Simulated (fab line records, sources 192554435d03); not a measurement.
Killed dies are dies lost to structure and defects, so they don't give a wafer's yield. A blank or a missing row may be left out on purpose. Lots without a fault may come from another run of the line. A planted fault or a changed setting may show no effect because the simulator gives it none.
fab line records | flow n5_finfet | part 1 of 2: steps 1 to 22 of 33
record lots=5 wafers=15 last_day=18
route steps=1938 shown TV_OPEN@1890 PAD_METAL@1893 PASSIVATION@1897
lots that met no fault: from a run of the same line without faults
start_h: hours from the record's first day to the start of the lot's first wafer shown | wait_h: hours since the lot's step before | " the same as in the row above | L1.1+2: a row that stands for several wafers | - no value, or no start given | * or withheld: withheld | < > ~ a bound
route shown NAME@n: a module of which the file shows steps, and the number in the route of the first | usual: mean/standard deviation of fault-free wafers | same: alike in all rows | chamber/n: place in a boat | sites: the reading at each site | _std_site: their standard deviation | _edge_site: outer sites' mean less inner sites' | radius_mm: how far each site lies from the wafer's centre | mask NAME#n: copy n | behind: the tool/chamber that last shaped the wafer | hold: why the lot was held/for how many hours/how that ended | device: the transistor (n, p or np) that didn't switch | end of line: the same wafers' tests at the end of the route | a step without rows: its recipe alone | killed: dies lost to structure and defects at the first sort, not the wafer's yield | map: a wafer's dies, x killed, . not, _ none there
set.NAME: the setting as run; set.NAME@STEP: as run at that earlier step | model.NAME: the simulator's own value behind a step, which no gauge read
lots at some steps of the route; a table a step, a row a wafer
services: from which hour (start_h, from the record's first day; less than 0 if before it) a tool's chamber was out of use, for how many hours, and why
## steps
# step N5_PASSIVATION_ETCH_15
# recipe chemistry=CF4/N2 target=SiCN target_depth_a=750 taper_deg=2 time_s=81.2 ion_energy_ev=150 mask_material=SiNx pressure_mtorr=40 source_w=430 bias_w=70 Ar_flow_sccm=100 cf4_flow_sccm=60 n2_flow_sccm=60
# usual drypump_motor_current_A=5.7/0.39 oes_product_au=0.79/0.09 rf_vpp_V=382.4/2 showerhead_plenum_p_Torr=2.20/0.074 throttle_valve_pct=15.40/0.22
# same time_s=81.2
# columns lot.wafer tool chamber start_h wait_h drypump_motor_current_A oes_product_au rf_hours_counter_h rf_vpp_V showerhead_plenum_p_Torr throttle_valve_pct
L089.1 rie_diel-06 1 - - 5.5 0.89 36 381.2 2.16 15.08
L089.2 " 3 " " 5.5 0.80 100 382.6 2.21 15.26
L089.5 " 1 " " 5.5 0.89 - 381.0 2.16 15.08
L093.3 rie_diel-01 3 - - 5.9 0.77 153 385.8 2.29 15.40
L093.4 " 2 " " 5.6 0.70 228 382.1 2.19 15.38
L093.6 " 0 " " 5.4 0.75 - 383.1 2.21 15.77
L091.2 rie_diel-02 1 - - 5.2 0.71 - 378.8 2.09 15.30
L091.4 " 1 " " 5.2 0.70 - 379.2 2.09 15.32
L091.5 " 1 " " 5.2 0.70 - 379.3 2.09 15.31
L094.3 rie_diel-01 3 - - 5.9 0.76 163 384.8 2.28 15.44
L094.4 " 0 " " 5.4 0.74 148 382.9 2.20 15.77
L094.5 " 3 " " 5.9 0.77 - 384.1 2.28 15.44
L095.2 rie_diel-06 2 - - 5.2 0.95 11 382.4 2.27 15.33
L095.4 " 1 " " 5.5 0.87 - 379.5 2.15 15.09
L095.6 " 0 " " 5.9 0.84 - 382.0 2.14 15.25
# step N5_PASSIVATION_STRIP_73
# recipe chemistry=post_etch_residue_remover time_s=60 temp_c=25 remover_ph=withheld remover_water_wt_pct=withheld remover_fluoride_wt_pct=withheld
# same time_s=60
# columns lot.wafer tool chamber start_h wait_h
L089.1+2+5 wet_bench-01 2,5,6 367.23 -
L093.3+4+6 wet_bench-03 1,7,5 376.27 -
L091.2+4+5 wet_bench-03 7,6,0 376.65 -
L094.3+4+5 wet_bench-02 2,4,3 418.42 -
L095.2+4+6 wet_bench-03 3,2,4 418.65 -
# step N5_PASSIVATION_SRD_17
# recipe time_s=30 temp_c=23 rinse_liquid=diw dry=n2_spin spin_rpm=1500 dry_time_s=30
# same time_s=30
# columns lot.wafer tool chamber start_h wait_h
L089.1+2+5 wet_bench-01 2,5,6 367.25 0.0
L093.3+4+6 wet_bench-03 1,7,5 376.29 0.0
L091.2+4+5 wet_bench-03 7,6,0 376.67 0.0
L094.3+4+5 wet_bench-02 2,4,3 418.44 0.0
L095.2+4+6 wet_bench-03 3,2,4 418.67 0.0
# step N5_PASSIVATION_DEGAS_18
# recipe ambient=vacuum temp_c=300 time_s=60
# usual heater_power_w=459/63 susceptor_temp_C=299.94/0.2
# same time_s=60
# columns lot.wafer tool chamber start_h wait_h heater_power_w susceptor_temp_C
L089.1 pvd_sputter-01 - 367.75 0.5 457 300.21
L089.2 " - " " 480 300.08
L089.5 " - " " 417 299.87
L093.3 pvd_sputter-01 - 376.68 0.4 460 299.99
L093.4 " - " " 468 300.12
L093.6 " - " " 483 299.84
L091.2 pvd_sputter-01 - 377.20 0.5 436 299.85
L091.4 " - " " 474 299.88
L091.5 " - " " 454 299.89
L094.3 pvd_sputter-01 - 418.70 0.2 480 300.07
L094.4 " - " " 477 299.60
L094.5 " - " " 481 299.85
L095.2 pvd_sputter-03 - 418.82 0.1 454 300.06
L095.4 " - " " 433 299.93
L095.6 " - " " 440 300.17
# step N5_PASSIVATION_PRE_CLEAN_19
# recipe gas=H2/He time_s=* temp_c=*
# usual heater_power_w=460/64 susceptor_temp_C=*
# same time_s=*
# columns lot.wafer tool chamber start_h wait_h heater_power_w susceptor_temp_C
L089.1 pvd_sputter-01 - 367.79 0.0 456 *
L089.2 " - " " 484 *
L089.5 " - " " 421 *
L093.3 pvd_sputter-01 - 376.72 0.0 463 *
L093.4 " - " " 479 *
L093.6 " - " " 481 *
L091.2 pvd_sputter-01 - 377.24 0.0 449 *
L091.4 " - " " 466 *
L091.5 " - " " 454 *
L094.3 pvd_sputter-01 - 418.74 0.0 486 *
L094.4 " - " " 482 *
L094.5 " - " " 476 *
L095.2 pvd_sputter-03 - 418.86 0.0 466 *
L095.4 " - " " 432 *
L095.6 " - " " 434 *
# step N5_PASSIVATION_SPUTTER_20
# recipe material=TaN target_thk_a=500 temp_c=25 chamber_pressure_pa=0.4
# usual susceptor_temp_C=25.00/0.11 throttle_valve_pct=29.9/1
# columns lot.wafer tool chamber start_h wait_h susceptor_temp_C throttle_valve_pct
L089.1 pvd_sputter-01 - 367.83 0.0 25.02 28.4
L089.2 " - " " 24.95 29.6
L089.5 " - " " 25.25 30.3
L093.3 pvd_sputter-01 - 376.76 0.0 24.85 28.4
L093.4 " - " " 24.98 28.8
L093.6 " - " " 25.07 29.1
L091.2 pvd_sputter-01 - 377.28 0.0 24.95 28.3
L091.4 " - " " 24.92 28.4
L091.5 " - " " 24.95 28.6
L094.3 pvd_sputter-01 - 418.78 0.0 25.04 29.3
L094.4 " - " " 25.07 28.4
L094.5 " - " " 25.12 28.6
L095.2 pvd_sputter-03 - 418.90 0.0 25.19 32.3
L095.4 " - " " 24.85 30.6
L095.6 " - " " 24.96 30.3
# step N5_PASSIVATION_AL_DEP_21
# recipe material=Al target_thk_a=28000 temp_c=400 time_s=170 power_w=30000 chamber_pressure_pa=0.4 gas=Ar
# usual susceptor_temp_C=399.99/0.21 throttle_valve_pct=29.9/1
# same time_s=170
# columns lot.wafer tool chamber start_h wait_h susceptor_temp_C throttle_valve_pct
L089.1 pvd_sputter-01 - 367.93 0.1 400.09 28.4
L089.2 " - " " 400.62 29.2
L089.5 " - " " 399.82 30.5
L093.3 pvd_sputter-01 - 376.86 0.1 399.77 28.4
L093.4 " - " " 400.18 28.6
L093.6 " - " " 399.91 29.3
L091.2 pvd_sputter-01 - 377.38 0.1 399.83 28.4
L091.4 " - " " 399.85 28.7
L091.5 " - " " 399.59 28.6
L094.3 pvd_sputter-01 - 418.88 0.1 400.04 29.2
L094.4 " - " " 399.81 28.5
L094.5 " - " " 399.95 28.5
L095.2 pvd_sputter-03 - 419.00 0.1 399.93 32.2
L095.4 " - " " 399.92 30.4
L095.6 " - " " 399.93 30.4
# step N5_PASSIVATION_HMDS_23
# recipe time_s=60 temp_c=120
# usual chill_plate_temp_C=22.96/0.1
# same time_s=60
# columns lot.wafer tool chamber start_h wait_h chill_plate_temp_C
L089.1 litho_track-04 0 368.11 0.1 22.82
L089.2 " 0 " " 22.94
L089.5 " 0 " " 22.92
L093.3 litho_track-04 0 377.05 0.1 23.09
L093.4 " 0 " " 23.05
L093.6 " 0 " " 23.09
L091.2 litho_track-04 0 377.57 0.1 23.15
L091.4 " 0 " " 22.96
L091.5 " 0 " " 23.08
L094.3 litho_track-03 0 419.07 0.1 22.99
L094.4 " 0 " " 22.95
L094.5 " 0 " " 22.97
L095.2 litho_track-04 0 419.18 0.1 23.01
L095.4 " 0 " " 23.10
L095.6 " 0 " " 22.90
# step N5_PASSIVATION_COAT_24
# recipe spin_rpm=3000 resist_thk_nm=withheld
# usual chill_plate_temp_C=22.99/0.1
# columns lot.wafer tool chamber start_h wait_h chill_plate_temp_C
L089.1 litho_track-04 0 - - 22.97
L089.2 " 0 " " 22.94
L089.5 " 0 " " 22.97
L093.3 litho_track-04 0 - - 22.86
L093.4 " 0 " " 22.66
L093.6 " 0 " " 22.93
L091.2 litho_track-04 0 - - 23.08
L091.4 " 0 " " 22.93
L091.5 " 0 " " 22.91
L094.3 litho_track-03 0 - - 22.96
L094.4 " 0 " " 22.85
L094.5 " 0 " " 22.80
L095.2 litho_track-04 0 - - 22.95
L095.4 " 0 " " 23.07
L095.6 " 0 " " 23.05
# step N5_PASSIVATION_EBR_26
# recipe solvent=PGMEA ebr_width_mm=1.5
# usual chill_plate_temp_C=23.00/0.11
# columns lot.wafer tool chamber start_h wait_h chill_plate_temp_C
L089.1 litho_track-04 0 - - 22.67
L089.2 " 0 " " 22.77
L089.5 " 0 " " 22.91
L093.3 litho_track-04 0 - - 22.97
L093.4 " 0 " " 22.97
L093.6 " 0 " " 23.05
L091.2 litho_track-04 0 - - 23.03
L091.4 " 0 " " 23.07
L091.5 " 0 " " 23.07
L094.3 litho_track-03 0 - - 23.16
L094.4 " 0 " " 23.08
L094.5 " 0 " " 23.24
L095.2 litho_track-04 0 - - 22.98
L095.4 " 0 " " 23.06
L095.6 " 0 " " 22.95
# step N5_PASSIVATION_SOFTBAKE_25
# recipe temp_c=100 time_s=90
# usual chill_plate_temp_C=23.00/0.12
# same time_s=90
# columns lot.wafer tool chamber start_h wait_h chill_plate_temp_C
L089.1 litho_track-04 0 - - 22.99
L089.2 " 0 " " 22.90
L089.5 " 0 " " 23.09
L093.3 litho_track-04 0 - - 22.95
L093.4 " 0 " " 22.96
L093.6 " 0 " " 22.98
L091.2 litho_track-04 0 - - 23.11
L091.4 " 0 " " 23.05
L091.5 " 0 " " 23.12
L094.3 litho_track-03 0 - - 23.13
L094.4 " 0 " " 23.19
L094.5 " 0 " " 23.21
L095.2 litho_track-04 0 - - 23.05
L095.4 " 0 " " 23.11
L095.6 " 0 " " 22.81
# step N5_PASSIVATION_EXPOSE_27
# recipe mask_id=PAD na=0.55 source_shape=conventional sigma_outer=0.8 polarization=unpolarized defocus_nm=0 dose_mj=32.3
# columns lot.wafer tool chamber start_h wait_h mask
L089.1+2+5 krf_scanner-02 0 368.22 - PAD#0
L093.3+4+6 krf_scanner-01 0 377.29 - PAD#0
L091.2+4+5 krf_scanner-02 0 377.81 - PAD#0
L094.3+4+5 krf_scanner-01 0 419.19 - PAD#0
L095.2+4+6 krf_scanner-02 0 419.42 - PAD#0
# step N5_PASSIVATION_PEB_28
# recipe peb_temp_c=withheld peb_time_s=*
# usual chill_plate_temp_C=*
# same peb_time_s=*
# columns lot.wafer tool chamber start_h wait_h chill_plate_temp_C
L089.1 litho_track-05 0 368.28 0.1 *
L089.2 " 0 " " *
L089.5 " 0 " " *
L093.3 litho_track-04 0 377.34 0.0 *
L093.4 " 0 " " *
L093.6 " 0 " " *
L091.2 litho_track-04 0 377.86 0.0 *
L091.4 " 0 " " *
L091.5 " 0 " " *
L094.3 litho_track-05 0 419.24 0.0 *
L094.4 " 0 " " *
L094.5 " 0 " " *
L095.2 litho_track-04 0 419.47 0.0 *
L095.4 " 0 " " *
L095.6 " 0 " " *
# step N5_PASSIVATION_DEVELOP_29
# recipe develop_time_s=60 rinse_liquid=diw dry=air_spin dev_temp_c=21
# usual chill_plate_temp_C=22.99/0.1
# columns lot.wafer tool chamber start_h wait_h chill_plate_temp_C
L089.1 litho_track-05 0 - - 23.03
L089.2 " 0 " " 22.87
L089.5 " 0 " " 22.99
L093.3 litho_track-04 0 - - 23.08
L093.4 " 0 " " 23.03
L093.6 " 0 " " 22.96
L091.2 litho_track-04 0 - - 22.90
L091.4 " 0 " " 23.06
L091.5 " 0 " " 22.96
L094.3 litho_track-05 0 - - 22.94
L094.4 " 0 " " 22.81
L094.5 " 0 " " 22.87
L095.2 litho_track-04 0 - - 22.91
L095.4 " 0 " " 23.18
L095.6 " 0 " " 22.91
# step N5_PASSIVATION_HARDBAKE_31
# recipe temp_c=130 time_s=120
# usual chill_plate_temp_C=23.00/0.1
# same time_s=120
# columns lot.wafer tool chamber start_h wait_h chill_plate_temp_C
L089.1 litho_track-05 0 - - 23.04
L089.2 " 0 " " 23.05
L089.5 " 0 " " 23.02
L093.3 litho_track-04 0 - - 23.01
L093.4 " 0 " " 22.89
L093.6 " 0 " " 22.94
L091.2 litho_track-04 0 - - 22.98
L091.4 " 0 " " 22.99
L091.5 " 0 " " 23.02
L094.3 litho_track-05 0 - - 23.13
L094.4 " 0 " " 22.92
L094.5 " 0 " " 23.14
L095.2 litho_track-04 0 - - 22.99
L095.4 " 0 " " 22.92
L095.6 " 0 " " 23.05
# step N5_PASSIVATION_CD_MEAS_30
# recipe target_cd_nm=4000 landing_energy_ev=500 detector=se_inlens polarity=opening
# usual cd_nm=4000.7/2.3
# columns lot.wafer tool chamber start_h wait_h cd_nm
L089.1 cd_sem-01 0 368.40 - 3999.6
L089.2 " 0 " " 3997.6
L089.5 " 0 " " 3998.6
L093.3 cd_sem-01 0 377.46 - 4003.0
L093.4 " 0 " " 4002.6
L093.6 " 0 " " 4004.1
L091.2 cd_sem-02 0 377.98 - 4002.1
L091.4 " 0 " " 4001.6
L091.5 " 0 " " 4005.2
L094.3 cd_sem-02 0 419.36 - 4001.4
L094.4 " 0 " " 4001.5
L094.5 " 0 " " 4000.6
L095.2 cd_sem-03 0 419.59 - 4002.8
L095.4 " 0 " " 4001.1
L095.6 " 0 " " 4000.8
# step N5_PASSIVATION_OVL_MEAS_63
# recipe points_per_wafer=44
# usual PAD_OVL=2/5.4
# same points_per_wafer=44
# columns lot.wafer tool chamber start_h wait_h PAD_OVL[nm]
L089.1 overlay-01 0 368.43 0.0 6
L089.2 " 0 " " 5
L089.5 " 0 " " 8
L093.3 overlay-02 0 377.49 0.0 4
L093.4 " 0 " " 3
L093.6 " 0 " " 6
L091.2 overlay-02 0 378.01 0.0 9
L091.4 " 0 " " 6
L091.5 " 0 " " 3
L094.3 overlay-02 0 419.39 0.0 2
L094.4 " 0 " " 3
L094.5 " 0 " " 7
L095.2 overlay-01 0 419.62 0.0 2
L095.4 " 0 " " -2
L095.6 " 0 " " 2
# step N5_PASSIVATION_INSPECT_64
# recipe mode=adi inspect_instrument=macro
# usual raw_defect_count=2.0/1.5
# columns lot.wafer tool chamber start_h wait_h raw_defect_count
L089.1 defect_inspect-01 - 368.45 0.0 0
L089.2 " - " " 2
L089.5 " - " " 2
L093.3 defect_inspect-02 - 377.51 0.0 1
L093.4 " - " " 0
L093.6 " - " " 0
L091.2 defect_inspect-01 - 378.03 0.0 4
L091.4 " - " " 2
L091.5 " - " " 1
L094.3 defect_inspect-01 - 419.41 0.0 1
L094.4 " - " " 0
L094.5 " - " " 3
L095.2 defect_inspect-01 - 419.65 0.0 0
L095.4 " - " " 2
L095.6 " - " " 1
# step N5_PASSIVATION_DESCUM_32
# recipe chemistry=O2 time_s=7.9 source_power_w=50 bias_power_w=20 pressure_mtorr=20 rf_frequency_hz=2.712e+07 temp_c=40 o2_flow_sccm=225
# usual drypump_motor_current_A=5.9/0.47 oes_product_au=0.83/0.081 rf_vpp_V=243.7/1.4 showerhead_plenum_p_Torr=2.13/0.066 throttle_valve_pct=20.36/0.27
# same time_s=7.9
# columns lot.wafer tool chamber start_h wait_h drypump_motor_current_A oes_product_au rf_hours_counter_h rf_vpp_V showerhead_plenum_p_Torr throttle_valve_pct
L089.1 rie_diel-04 0 368.70 0.2 6.3 0.87 51 243.9 2.12 20.78
L089.2 " 1 " " 6.1 0.79 129 244.9 2.09 20.26
L089.5 " 1 " " 6.1 0.78 - 242.3 2.09 20.26
L093.3 rie_diel-05 0 377.58 0.1 6.6 0.75 - 243.9 2.16 20.55
L093.4 " 3 " " 5.7 0.91 - 242.6 2.07 20.26
L093.6 " 0 " " 6.6 0.75 - 244.6 2.16 20.54
L091.2 rie_diel-04 1 378.28 0.2 6.1 0.78 133 243.1 2.09 20.25
L091.4 " 3 " " 5.7 0.83 - 244.7 2.14 20.49
L091.5 " 0 " " 6.4 0.87 - 243.1 2.12 20.79
L094.3 rie_diel-04 0 419.44 0.0 6.4 0.84 66 245.0 2.12 20.82
L094.4 " 1 " " 6.1 0.77 146 243.5 2.08 20.27
L094.5 " 0 " " 6.4 0.85 - 242.1 2.12 20.81
L095.2 rie_diel-05 1 419.68 0.0 5.6 0.90 29 246.0 2.20 20.12
L095.4 " 0 " " 6.6 0.73 - 243.4 2.16 20.58
L095.6 " 1 " " 5.6 0.90 - 245.8 2.20 20.10
# step N5_PASSIVATION_AL_ETCH_33
# recipe chemistry=Cl2/BCl3 target_depth_a=28000 over_etch_frac=0.15 Cl2_flow_sccm=180 bcl3_flow_sccm=60 target=Al stop_on=TaN time_s=466.7 ion_energy_ev=100 pressure_mtorr=10 icp_w=900 bias_w=100
# usual drypump_motor_current_A=5.5/0.42 oes_product_au=0.73/0.067 throttle_valve_pct=34.4/0.46
# same time_s=466.7
# columns lot.wafer tool chamber start_h wait_h drypump_motor_current_A oes_product_au rf_hours_counter_h throttle_valve_pct
L089.1 rie_metal-02 0 368.80 0.1 6.0 0.73 22 33.8
L089.2 " 1 " " 6.1 0.79 12 34.8
L089.5 " 1 " " 6.1 0.78 - 34.8
L093.3 rie_metal-03 1 377.80 0.2 5.3 0.63 - 34.7
L093.4 " 0 " " 5.6 0.74 - 34.9
L093.6 " 1 " " 5.3 0.63 - 34.7
L091.2 rie_metal-01 0 378.37 0.1 5.1 0.65 62 33.7
L091.4 " 1 " " 5.1 0.77 - 34.5
L091.5 " 0 " " 5.1 0.65 - 33.7
L094.3 rie_metal-01 0 419.66 0.2 5.0 0.64 - 33.8
L094.4 " 1 " " 5.1 0.75 - 34.6
L094.5 " 1 " " 5.1 0.77 - 34.6
L095.2 rie_metal-03 0 419.77 0.1 5.5 0.75 27 34.8
L095.4 " 0 " " 5.6 0.74 - 34.9
L095.6 " 1 " " 5.3 0.63 - 34.6
# step N5_PASSIVATION_ETCH_59
# recipe chemistry=Cl2/BCl3 target=TaN target_depth_a=650 time_s=34.9 ion_energy_ev=100 pressure_mtorr=10 icp_w=900 bias_w=100 Cl2_flow_sccm=60 bcl3_flow_sccm=30
# usual drypump_motor_current_A=5.5/0.42 oes_product_au=0.82/0.072 throttle_valve_pct=21.1/0.35
# same time_s=34.9
# columns lot.wafer tool chamber start_h wait_h drypump_motor_current_A oes_product_au rf_hours_counter_h throttle_valve_pct
L089.1 rie_metal-02 0 369.20 0.3 6.0 0.85 23 20.6
L089.2 " 1 " " 6.1 0.90 12 21.3
L089.5 " 1 " " 6.1 0.90 - 21.3
L093.3 rie_metal-03 1 378.10 0.2 5.3 0.73 - 21.3
L093.4 " 0 " " 5.6 0.85 - 21.6
L093.6 " 1 " " 5.3 0.74 - 21.3
L091.2 rie_metal-01 0 378.77 0.3 5.0 0.72 62 20.6
L091.4 " 1 " " 5.1 0.83 - 21.3
L091.5 " 0 " " 5.0 0.72 - 20.6
L094.3 rie_metal-01 0 419.96 0.2 5.0 0.72 - 20.7
L094.4 " 1 " " 5.1 0.82 - 21.4
L094.5 " 1 " " 5.1 0.82 - 21.3
L095.2 rie_metal-03 0 420.17 0.3 5.5 0.84 27 21.5
L095.4 " 0 " " 5.5 0.84 - 21.5
L095.6 " 1 " " 5.3 0.72 - 21.3
# step N5_PASSIVATION_STRIP_34
# recipe chemistry=O2 power_w=600 temp_c=60 pressure_mtorr=30 rf_frequency_hz=6e+07 bias_power_w=0 overash_fraction=2 o2_flow_sccm=225
# usual drypump_motor_current_A=5.8/0.39 oes_product_au=0.83/0.078 rf_vpp_V=3.7/1.4 showerhead_plenum_p_Torr=2.13/0.064 throttle_valve_pct=16.56/0.26
# columns lot.wafer tool chamber start_h wait_h drypump_motor_current_A oes_product_au rf_hours_counter_h rf_vpp_V showerhead_plenum_p_Torr throttle_valve_pct
L089.1 rie_diel-03 3 369.31 0.1 5.5 0.81 85 3.3 2.05 16.83
L089.2 " 2 " " 5.8 0.86 44 3.9 2.22 16.33
L089.5 " 1 " " 5.8 0.77 - 4.4 2.10 16.76
L093.3 rie_diel-04 1 378.24 0.1 6.1 0.77 132 6.4 2.09 16.51
L093.4 " 3 " " 5.7 0.83 - 0.8 2.14 16.63
L093.6 " 0 " " 6.4 0.85 - 5.1 2.13 16.93
L091.2 rie_diel-03 3 378.89 0.1 5.5 0.83 88 2.9 2.05 16.81
L091.4 " 0 " " 5.8 0.86 37 3.6 2.15 16.19
L091.5 " 2 " " 5.9 0.87 - 1.9 2.22 16.29
L094.3 rie_diel-05 1 420.05 0.1 5.6 0.87 29 4.5 2.21 16.28
L094.4 " 0 " " 6.6 0.74 - 2.7 2.16 16.82
L094.5 " 1 " " 5.6 0.90 - 3.5 2.21 16.33
L095.2 rie_diel-03 3 420.48 0.3 5.5 0.79 102 4.5 2.04 16.81
L095.4 " 2 " " 5.8 0.88 59 3.9 2.21 16.24
L095.6 " 3 " " 5.5 0.81 - 4.8 2.05 16.86
